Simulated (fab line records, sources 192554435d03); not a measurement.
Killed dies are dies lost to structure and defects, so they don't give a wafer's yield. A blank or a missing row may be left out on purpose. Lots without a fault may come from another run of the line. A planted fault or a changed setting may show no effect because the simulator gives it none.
fab line records | flow n5_finfet
record lots=24 wafers=72 last_day=19
route steps=1938 shown BEOL_M10@1471 BEOL_M11@1559
lots that met no fault: from a run of the same line without faults
start_h: hours from the record's first day to the start of the lot's first wafer shown | wait_h: hours since the lot's step before | " the same as in the row above | L1.1+2: a row that stands for several wafers | - no value, or no start given | * or withheld: withheld | < > ~ a bound
route shown NAME@n: a module of which the file shows steps, and the number in the route of the first | usual: mean/standard deviation of fault-free wafers | same: alike in all rows | chamber/n: place in a boat | sites: the reading at each site | _std_site: their standard deviation | _edge_site: outer sites' mean less inner sites' | radius_mm: how far each site lies from the wafer's centre | mask NAME#n: copy n | behind: the tool/chamber that last shaped the wafer | hold: why the lot was held/for how many hours/how that ended | device: the transistor (n, p or np) that didn't switch | end of line: the same wafers' tests at the end of the route | a step without rows: its recipe alone | killed: dies lost to structure and defects at the first sort, not the wafer's yield | map: a wafer's dies, x killed, . not, _ none there
set.NAME: the setting as run; set.NAME@STEP: as run at that earlier step | model.NAME: the simulator's own value behind a step, which no gauge read
steps of the route over a sample of lots; a table a step, a row a wafer
services: from which hour (start_h, from the record's first day; less than 0 if before it) a tool's chamber was out of use, for how many hours, and why
## steps
# step N5_BEOL_M10_CURE_71
# recipe temp_c=385 time_s=240 ambient=He/Ar material=SiCOH_lowk
# usual lamp_power_pct=52.32/0.051 wafer_temp_C_max=386.8/0.58
# columns lot.wafer tool chamber start_h wait_h lamp_power_pct wafer_temp_C_max
L074.1 uv_cure-01 2 213.57 0.0 52.28 386.0
L074.2 " 2 " " 52.31 386.0
L074.3 " 2 " " 52.31 386.4
L075.1 uv_cure-03 1 217.61 0.0 52.34 386.5
L075.2 " 1 " " 52.27 386.3
L075.5 " 1 " " 52.36 386.6
L076.1 uv_cure-03 0 226.11 0.0 52.17 388.3
L076.2 " 0 " " 52.24 387.3
L076.5 " 0 " " 52.36 386.9
L077.1 uv_cure-02 1 226.45 0.0 52.30 386.3
L077.2 " 1 " " 52.25 386.6
L077.5 " 1 " " 52.32 386.3
L078.1 uv_cure-03 0 237.03 0.0 52.36 388.0
L078.3 " 0 " " 52.26 387.4
L078.6 " 0 " " 52.35 387.4
L079.2 uv_cure-03 1 238.38 0.1 52.32 386.3
L079.3 " 1 " " 52.24 386.0
L079.6 " 1 " " 52.35 386.2
L080.1 uv_cure-02 2 247.29 0.0 52.35 387.2
L080.2 " 2 " " 52.28 387.6
L080.6 " 2 " " 52.39 387.0
L081.2 uv_cure-03 1 252.24 0.1 52.34 386.0
L081.5 " 1 " " 52.33 386.2
L081.6 " 1 " " 52.32 385.8
L082.1 uv_cure-01 2 252.43 0.0 52.32 386.2
L082.2 " 2 " " 52.36 385.8
L082.5 " 2 " " 52.21 386.4
L083.1 uv_cure-02 2 261.71 0.0 52.26 387.6
L083.4 " 2 " " 52.39 387.1
L083.6 " 2 " " 52.26 387.2
L085.2 uv_cure-02 2 266.95 0.1 52.28 387.7
L085.4 " 2 " " 52.30 387.4
L085.5 " 2 " " 52.26 387.3
L084.4 uv_cure-03 2 270.71 0.3 52.30 386.9
L084.5 " 2 " " 52.23 386.4
L084.6 " 2 " " 52.34 386.5
L086.1 uv_cure-01 1 295.27 0.0 52.27 387.1
L086.2 " 1 " " 52.33 388.1
L086.6 " 1 " " 52.32 387.3
L087.4 uv_cure-01 1 297.23 0.3 52.39 387.5
L087.5 " 1 " " 52.39 386.8
L087.6 " 1 " " 52.33 387.3
L089.1 uv_cure-01 0 302.85 0.0 52.25 387.0
L089.5 " 0 " " 52.36 387.0
L089.6 " 0 " " 52.39 386.2
L088.1 uv_cure-01 2 309.29 0.0 52.31 386.7
L088.3 " 2 " " 52.26 386.4
L088.5 " 2 " " 52.27 386.1
L091.2 uv_cure-02 0 313.67 0.2 52.37 386.6
L091.3 " 0 " " 52.34 387.0
L091.4 " 0 " " 52.33 386.9
L090.1 uv_cure-03 2 332.26 0.0 52.24 386.4
L090.2 " 2 " " 52.30 386.7
L090.5 " 2 " " 52.33 386.9
L092.1 uv_cure-03 0 342.88 0.2 52.27 387.6
L092.2 " 0 " " 52.23 387.4
L092.6 " 0 " " 52.35 387.5
L093.3 uv_cure-03 2 362.87 0.2 52.34 386.9
L093.5 " 2 " " 52.32 386.9
L093.6 " 2 " " 52.34 387.4
L094.1 uv_cure-02 1 367.04 0.0 52.35 385.7
L094.4 " 1 " " 52.33 386.2
L094.5 " 1 " " 52.22 386.3
L096.2 uv_cure-01 0 368.36 0.1 52.28 386.4
L096.5 " 0 " " 52.30 386.7
L096.6 " 0 " " 52.35 386.2
L097.1 uv_cure-01 1 391.79 0.0 52.35 387.3
L097.3 " 1 " " 52.33 387.6
L097.6 " 1 " " 52.31 386.8
L095.2 uv_cure-01 2 406.04 0.1 52.44 385.9
L095.3 " 2 " " 52.40 387.0
L095.6 " 2 " " 52.27 386.3
# step N5_BEOL_M10_CD_MEAS_11
# recipe target_cd_nm=64.1 landing_energy_ev=500 detector=se_inlens polarity=opening
# usual cd_nm=64.0/0.54
# columns lot.wafer tool chamber start_h wait_h cd_nm
L074.1 cd_sem-02 0 216.10 - 62.6
L074.2 " 0 " " 63.1
L074.3 " 0 " " 62.7
L075.1 cd_sem-03 0 221.63 - 63.6
L075.2 " 0 " " 64.0
L075.5 " 0 " " 63.9
L077.1 cd_sem-02 0 228.12 - 63.9
L077.2 " 0 " " 64.1
L077.5 " 0 " " 63.6
L076.1 cd_sem-01 0 228.28 - 63.4
L076.2 " 0 " " 64.0
L076.5 " 0 " " 64.5
L078.1 cd_sem-03 0 238.77 - 64.8
L078.3 " 0 " " 64.6
L078.6 " 0 " " 65.0
L079.2 cd_sem-02 0 240.23 - 63.8
L079.3 " 0 " " 63.4
L079.6 " 0 " " 63.2
L080.1 cd_sem-02 0 249.52 - 63.4
L080.2 " 0 " " 63.7
L080.6 " 0 " " 64.3
L081.2 cd_sem-03 0 253.26 - 64.8
L081.5 " 0 " " 64.1
L081.6 " 0 " " 65.1
L082.1 cd_sem-01 0 253.68 - 63.5
L082.2 " 0 " " 63.2
L082.5 " 0 " " 64.1
L083.1 cd_sem-03 0 265.53 - 63.1
L083.4 " 0 " " 63.4
L083.6 " 0 " " 64.0
L085.2 cd_sem-01 0 269.12 - 64.6
L085.4 " 0 " " 64.8
L085.5 " 0 " " 64.0
L084.4 cd_sem-02 0 272.71 - 64.2
L084.5 " 0 " " 64.3
L084.6 " 0 " " 64.5
L086.1 cd_sem-02 0 296.48 - 65.0
L086.2 " 0 " " 64.5
L086.6 " 0 " " 64.4
L087.4 cd_sem-02 0 297.98 - 64.2
L087.5 " 0 " " 64.5
L087.6 " 0 " " 64.1
L089.1 cd_sem-03 0 306.73 - 64.0
L089.5 " 0 " " 63.7
L089.6 " 0 " " 63.3
L088.1 cd_sem-02 0 311.06 - 64.6
L088.3 " 0 " " 64.6
L088.5 " 0 " " 64.5
L091.2 cd_sem-02 0 314.97 - 63.9
L091.3 " 0 " " 64.0
L091.4 " 0 " " 63.2
L090.1 cd_sem-01 0 333.65 - 64.0
L090.2 " 0 " " 64.3
L090.5 " 0 " " 64.9
L092.1 cd_sem-01 0 345.77 - 64.3
L092.2 " 0 " " 63.6
L092.6 " 0 " " 63.6
L093.3 cd_sem-01 0 363.70 - 64.1
L093.5 " 0 " " 63.5
L093.6 " 0 " " 64.6
L094.1 cd_sem-01 0 371.69 - 63.3
L094.4 " 0 " " 63.5
L094.5 " 0 " " 63.4
L096.2 cd_sem-03 0 372.49 - 64.7
L096.5 " 0 " " 64.0
L096.6 " 0 " " 64.5
L097.1 cd_sem-01 0 393.19 - 64.2
L097.3 " 0 " " 64.0
L097.6 " 0 " " 63.7
L095.2 cd_sem-02 0 407.20 - 64.0
L095.3 " 0 " " 63.5
L095.6 " 0 " " 64.3
# step N5_BEOL_M10_CURE_72
# recipe temp_c=370 time_s=120 ambient=DMADMS/He material=SiCOH_lowk
# usual lamp_power_pct=52.31/0.058 wafer_temp_C_max=371.8/0.53
# columns lot.wafer tool chamber start_h wait_h lamp_power_pct wafer_temp_C_max
L074.1 uv_cure-01 2 221.43 0.3 52.19 370.9
L074.2 " 2 " " 52.23 371.1
L074.3 " 2 " " 52.19 371.5
L075.1 uv_cure-01 1 223.71 0.2 52.33 371.8
L075.2 " 1 " " 52.35 372.2
L075.5 " 1 " " 52.37 373.2
L076.1 uv_cure-02 1 231.07 0.0 52.29 371.6
L076.2 " 1 " " 52.33 371.5
L076.5 " 1 " " 52.34 372.0
L077.1 uv_cure-03 2 231.24 0.0 52.29 371.8
L077.2 " 2 " " 52.29 372.0
L077.5 " 2 " " 52.32 372.2
L078.1 uv_cure-03 0 240.51 0.0 52.30 372.0
L078.3 " 0 " " 52.35 372.0
L078.6 " 0 " " 52.39 372.7
L079.2 uv_cure-03 0 242.94 0.1 52.32 372.8
L079.3 " 0 " " 52.33 372.2
L079.6 " 0 " " 52.35 372.9
L080.1 uv_cure-02 2 251.51 0.0 52.36 372.5
L080.2 " 2 " " 52.23 372.3
L080.6 " 2 " " 52.41 373.6
L081.2 uv_cure-03 1 255.88 0.1 52.23 371.4
L081.5 " 1 " " 52.35 372.1
L081.6 " 1 " " 52.38 371.2
L082.1 uv_cure-01 0 256.11 0.0 52.28 372.0
L082.2 " 0 " " 52.38 371.9
L082.5 " 0 " " 52.30 371.8
L083.1 uv_cure-02 2 268.11 0.0 52.37 372.0
L083.4 " 2 " " 52.29 372.2
L083.6 " 2 " " 52.32 372.5
L085.2 uv_cure-01 1 272.77 0.1 52.33 372.4
L085.4 " 1 " " 52.24 371.7
L085.5 " 1 " " 52.19 372.2
L084.4 uv_cure-03 2 274.65 0.2 52.22 372.3
L084.5 " 2 " " 52.31 371.6
L084.6 " 2 " " 52.37 371.3
L086.1 uv_cure-01 2 298.64 0.0 52.34 371.4
L086.2 " 2 " " 52.27 371.2
L086.6 " 2 " " 52.35 370.9
L087.4 uv_cure-03 1 302.40 0.2 52.28 371.6
L087.5 " 1 " " 52.33 370.9
L087.6 " 1 " " 52.23 371.1
L089.1 uv_cure-02 0 308.52 0.0 52.24 372.0
L089.5 " 0 " " 52.23 371.9
L089.6 " 0 " " 52.39 372.6
L088.1 uv_cure-01 1 313.27 0.0 52.30 372.4
L088.3 " 1 " " 52.27 371.8
L088.5 " 1 " " 52.29 372.1
L091.2 uv_cure-02 2 318.38 0.1 52.37 371.8
L091.3 " 2 " " 52.33 371.9
L091.4 " 2 " " 52.27 371.3
L090.1 uv_cure-02 0 335.60 0.0 52.33 371.8
L090.2 " 0 " " 52.26 372.2
L090.5 " 0 " " 52.29 371.6
L092.1 uv_cure-02 2 349.18 0.0 52.30 371.2
L092.2 " 2 " " 52.20 371.8
L092.6 " 2 " " 52.32 372.9
L093.3 uv_cure-01 0 366.39 0.1 52.31 372.0
L093.5 " 0 " " 52.34 371.5
L093.6 " 0 " " 52.36 372.1
L094.1 uv_cure-03 2 378.61 0.0 52.35 371.6
L094.4 " 2 " " 52.31 371.9
L094.5 " 2 " " 52.27 371.8
L096.2 uv_cure-01 2 378.99 0.1 52.28 370.5
L096.5 " 2 " " 52.34 371.0
L096.6 " 2 " " 52.36 371.0
L097.1 uv_cure-03 1 398.13 0.0 52.31 371.4
L097.3 " 1 " " 52.29 371.5
L097.6 " 1 " " 52.24 371.3
L095.2 uv_cure-02 0 410.94 0.3 52.33 371.8
L095.3 " 0 " " 52.35 371.9
L095.6 " 0 " " 52.29 372.1
# step N5_BEOL_M10_DEGAS_44
# recipe ambient=vacuum temp_c=250 time_s=60
# usual heater_power_w=332/27
# columns lot.wafer tool chamber start_h wait_h heater_power_w
L074.1 pvd_sputter-03 - 221.78 0.3 343
L074.2 " - " " 382
L074.3 " - " " 402
L075.1 pvd_sputter-03 - 224.60 0.8 373
L075.2 " - " " 343
L075.5 " - " " 395
L076.1 pvd_sputter-01 - 231.57 0.4 314
L076.2 " - " " 303
L076.5 " - " " 317
L077.1 pvd_sputter-03 - 231.88 0.5 376
L077.2 " - " " 349
L077.5 " - " " 399
L078.1 pvd_sputter-03 - 242.42 1.9 351
L078.3 " - " " 312
L078.6 " - " " 312
L079.2 pvd_sputter-01 - 243.25 0.3 318
L079.3 " - " " 320
L079.6 " - " " 324
L080.1 pvd_sputter-02 - 251.95 0.4 311
L080.2 " - " " 360
L080.6 " - " " 309
L081.2 pvd_sputter-01 - 256.17 0.2 323
L081.5 " - " " 303
L081.6 " - " " 347
L082.1 pvd_sputter-01 - 256.83 0.6 338
L082.2 " - " " 315
L082.5 " - " " 319
L083.1 pvd_sputter-01 - 268.87 0.7 316
L083.4 " - " " 316
L083.6 " - " " 328
L085.2 pvd_sputter-01 - 273.05 0.2 330
L085.4 " - " " 298
L085.5 " - " " 312
L084.4 pvd_sputter-03 - 274.99 0.3 355
L084.5 " - " " 382
L084.6 " - " " 307
L086.1 pvd_sputter-01 - 299.00 0.3 304
L086.2 " - " " 324
L086.6 " - " " 337
L087.4 pvd_sputter-02 - 302.67 0.2 321
L087.5 " - " " 322
L087.6 " - " " 317
L089.1 pvd_sputter-03 - 309.96 1.4 398
L089.5 " - " " 408
L089.6 " - " " 375
L088.1 pvd_sputter-01 - 313.86 0.5 318
L088.3 " - " " 301
L088.5 " - " " 329
L091.2 pvd_sputter-03 - 319.00 0.6 353
L091.3 " - " " 380
L091.4 " - " " 391
L090.1 pvd_sputter-02 - 335.94 0.3 351
L090.2 " - " " 310
L090.5 " - " " 318
L092.1 pvd_sputter-01 - 349.79 0.6 322
L092.2 " - " " 327
L092.6 " - " " 329
L093.3 pvd_sputter-02 - 366.65 0.2 356
L093.5 " - " " 322
L093.6 " - " " 307
L094.1 pvd_sputter-01 - 379.32 0.7 317
L094.4 " - " " 300
L094.5 " - " " 317
L096.2 pvd_sputter-01 - 379.48 0.4 314
L096.5 " - " " 304
L096.6 " - " " 319
L097.1 pvd_sputter-03 - 399.91 1.7 406
L097.3 " - " " 309
L097.6 " - " " 308
L095.2 pvd_sputter-01 - 411.24 0.2 323
L095.3 " - " " 314
L095.6 " - " " 323
# step N5_BEOL_M11_CD_MEAS_18
# recipe pitch_nm=140 target_cd_nm=70
# usual cd_nm=70.1/0.55
# columns lot.wafer tool chamber start_h wait_h cd_nm
L074.1 cd_sem-02 - 226.69 0.1 70.1
L074.2 " - " " 71.0
L074.3 " - " " 70.3
L075.1 cd_sem-02 - 229.34 0.0 70.2
L075.2 " - " " 70.1
L075.5 " - " " 70.7
L076.1 cd_sem-02 - 236.02 0.0 69.5
L076.2 " - " " 69.4
L076.5 " - " " 69.6
L077.1 cd_sem-02 - 236.32 0.1 70.8
L077.2 " - " " 69.7
L077.5 " - " " 71.3
L078.1 cd_sem-01 - 246.10 0.0 69.9
L078.3 " - " " 69.5
L078.6 " - " " 70.0
L079.2 cd_sem-03 - 247.63 0.1 69.7
L079.3 " - " " 70.4
L079.6 " - " " 69.7
L080.1 cd_sem-03 - 256.35 0.0 69.8
L080.2 " - " " 69.7
L080.6 " - " " 69.4
L081.2 cd_sem-01 - 260.52 0.1 70.3
L081.5 " - " " 70.3
L081.6 " - " " 70.8
L082.1 cd_sem-03 - 265.41 0.0 70.8
L082.2 " - " " 70.3
L082.5 " - " " 70.7
L083.1 cd_sem-02 - 273.35 0.0 70.2
L083.4 " - " " 69.7
L083.6 " - " " 69.9
L085.2 cd_sem-03 - 279.80 0.1 70.5
L085.4 " - " " 70.8
L085.5 " - " " 69.8
L084.4 cd_sem-02 - 281.35 0.1 70.2
L084.5 " - " " 70.4
L084.6 " - " " 70.6
L086.1 cd_sem-01 - 303.27 0.1 71.2
L086.2 " - " " 71.6
L086.6 " - " " 70.8
L087.4 cd_sem-01 - 307.99 0.0 69.2
L087.5 " - " " 69.8
L087.6 " - " " 69.3
L089.1 cd_sem-01 - 313.83 0.1 69.4
L089.5 " - " " 69.9
L089.6 " - " " 69.3
L088.1 cd_sem-03 - 319.70 0.0 70.2
L088.3 " - " " 69.6
L088.5 " - " " 69.8
L091.2 cd_sem-03 - 324.94 0.1 70.0
L091.3 " - " " 69.3
L091.4 " - " " 70.5
L090.1 cd_sem-03 - 340.68 0.0 69.3
L090.2 " - " " 70.1
L090.5 " - " " 70.6
L092.1 cd_sem-01 - 357.07 0.0 70.3
L092.2 " - " " 69.9
L092.6 " - " " 69.9
L093.3 cd_sem-03 - 373.36 0.1 69.2
L093.5 " - " " 69.6
L093.6 " - " " 69.5
L094.1 cd_sem-03 - 385.69 0.0 70.2
L094.4 " - " " 70.3
L094.5 " - " " 70.2
L096.2 cd_sem-01 - 385.94 0.1 70.1
L096.5 " - " " 70.3
L096.6 " - " " 70.5
L097.1 cd_sem-01 - 406.78 0.0 70.3
L097.3 " - " " 70.6
L097.6 " - " " 70.9
L095.2 cd_sem-01 - 419.55 0.1 69.9
L095.3 " - " " 69.8
L095.6 " - " " 71.6
# step N5_BEOL_M11_DEP_56
# recipe material=SiCN target_thk_a=300 temp_c=withheld precursor=3MS/NH3 pressure_torr=3 rf_w=675 time_s=10.5
# usual showerhead_plenum_p_Torr=4.165/0.027 throttle_valve_pct=18.3/1.4
# columns lot.wafer tool chamber start_h wait_h showerhead_plenum_p_Torr since_wet_clean_h throttle_valve_pct
L074.1 pecvd-04 1 232.71 0.0 4.137 2024 19.2
L074.2 " 2 " " 4.196 545 17.8
L074.3 " 2 " " 4.175 - 17.8
L075.1 pecvd-03 0 234.32 0.0 4.226 1119 19.9
L075.2 " 2 " " 4.150 357 15.8
L075.5 " 1 " " 4.198 - 19.3
L076.1 pecvd-02 0 239.56 0.0 4.128 762 17.4
L076.2 " 1 " " 4.172 1487 18.6
L076.5 " 0 " " 4.125 - 17.2
L077.1 pecvd-04 0 240.09 0.0 4.135 1306 20.3
L077.2 " 1 " " 4.141 2031 19.2
L077.5 " 0 " " 4.146 - 20.2
L079.2 pecvd-02 2 252.60 0.0 4.163 21 16.1
L079.3 " 0 " " 4.134 775 17.7
L079.6 " 2 " " 4.163 - 16.0
L078.1 pecvd-04 2 253.08 0.0 4.175 565 17.9
L078.3 " 1 " " 4.146 2044 18.9
L078.6 " 0 " " 4.146 - 20.6
L080.1 pecvd-04 1 262.08 0.0 4.134 2053 19.4
L080.2 " 0 " " 4.141 1328 20.3
L080.6 " 2 " " 4.194 - 17.8
L081.2 pecvd-04 1 266.94 0.0 4.132 2058 19.0
L081.5 " 0 " " 4.142 - 20.5
L081.6 " 2 " " 4.183 - 17.7
L082.1 pecvd-02 0 269.73 0.0 4.132 792 17.3
L082.2 " 2 " " 4.175 38 16.4
L082.5 " 0 " " 4.132 - 17.5
L083.1 pecvd-02 0 281.63 0.0 4.142 804 17.4
L083.4 " 2 " " 4.167 - 16.1
L083.6 " 0 " " 4.135 - 17.5
L085.2 pecvd-03 1 285.57 0.0 4.205 1896 19.0
L085.4 " 1 " " 4.200 - 19.0
L085.5 " 2 " " 4.164 - 16.0
L084.4 pecvd-02 0 286.20 0.0 4.125 - 17.3
L084.5 " 2 " " 4.168 - 16.2
L084.6 " 1 " " 4.169 - 19.1
L086.1 pecvd-04 2 308.42 0.0 4.180 621 17.8
L086.2 " 1 " " 4.146 2100 19.0
L086.6 " 1 " " 4.123 - 19.2
L087.4 pecvd-02 1 313.20 0.0 4.170 - 19.1
L087.5 " 2 " " 4.165 - 16.4
L087.6 " 0 " " 4.125 - 17.4
L089.1 pecvd-03 0 318.08 0.0 4.216 1203 19.8
L089.5 " 0 " " 4.213 - 19.6
L089.6 " 1 " " 4.191 - 19.1
L088.1 pecvd-03 2 326.51 0.0 4.160 449 16.1
L088.3 " 1 " " 4.218 1937 19.5
L088.5 " 1 " " 4.197 - 18.8
L091.2 pecvd-02 2 333.45 0.0 4.176 102 16.3
L091.3 " 1 " " 4.161 1581 18.9
L091.4 " 0 " " 4.133 - 17.3
L090.1 pecvd-03 1 344.86 0.0 4.212 1955 19.3
L090.2 " 2 " " 4.152 467 16.1
L090.5 " 0 " " 4.231 - 19.8
L092.1 pecvd-04 0 362.41 0.0 4.142 1429 20.6
L092.2 " 2 " " 4.171 675 18.2
L092.6 " 2 " " 4.173 - 18.0
L093.3 pecvd-04 2 381.91 0.0 4.170 694 18.1
L093.5 " 2 " " 4.181 - 18.2
L093.6 " 0 " " 4.139 - 20.3
L094.1 pecvd-04 2 390.91 0.0 4.179 703 18.1
L094.4 " 0 " " 4.136 - 20.4
L094.5 " 0 " " 4.150 - 20.3
L096.2 pecvd-02 2 392.35 0.0 4.175 161 16.5
L096.5 " 1 " " 4.166 - 18.9
L096.6 " 0 " " 4.127 - 17.7
L097.1 pecvd-04 0 415.13 0.0 4.134 1482 20.0
L097.3 " 1 " " 4.144 3 16.7
L097.6 " 1 " " 4.126 - 17.1
L095.2 pecvd-03 2 425.34 0.0 4.160 548 16.0
L095.3 " 0 " " 4.220 1310 19.4
L095.6 " 2 " " 4.162 - 16.3
## services
# columns tool chamber start_h hours kind
pecvd-03 - 189.70 2.8 pm
uv_cure-02 - 192.92 22.2 pm
pecvd-02 2 202.38 - clean
pecvd-02 2 202.38 - consumable_replace:showerhead
pecvd-02 2 202.38 29.0 scheduled_down
uv_cure-02 - 228.20 2.1 pm
pecvd-02 - 231.82 5.6 repair
pecvd-04 0 231.97 6.2 repair
pvd_sputter-02 - 269.38 29.2 repair
uv_cure-02 - 280.60 2.8 pm
pecvd-04 1 281.92 2.1 scheduled_down
uv_cure-03 - 310.72 1.0 pm
pecvd-04 2 311.99 5.5 scheduled_down
uv_cure-02 - 337.34 11.2 repair
pvd_sputter-03 - 355.87 6.6 repair
uv_cure-03 - 359.24 0.7 repair
pecvd-04 1 383.62 - clean
pecvd-04 1 383.62 - consumable_replace:showerhead
pecvd-04 1 383.62 29.0 scheduled_down
pecvd-04 1 383.62 29.0 vent_cycle
pvd_sputter-02 - 394.55 4.0 repair
pecvd-03 - 410.66 1.0 repair
pecvd-02 0 416.82 2.1 repair
uv_cure-03 - 421.07 6.0 pm
## key
fault none
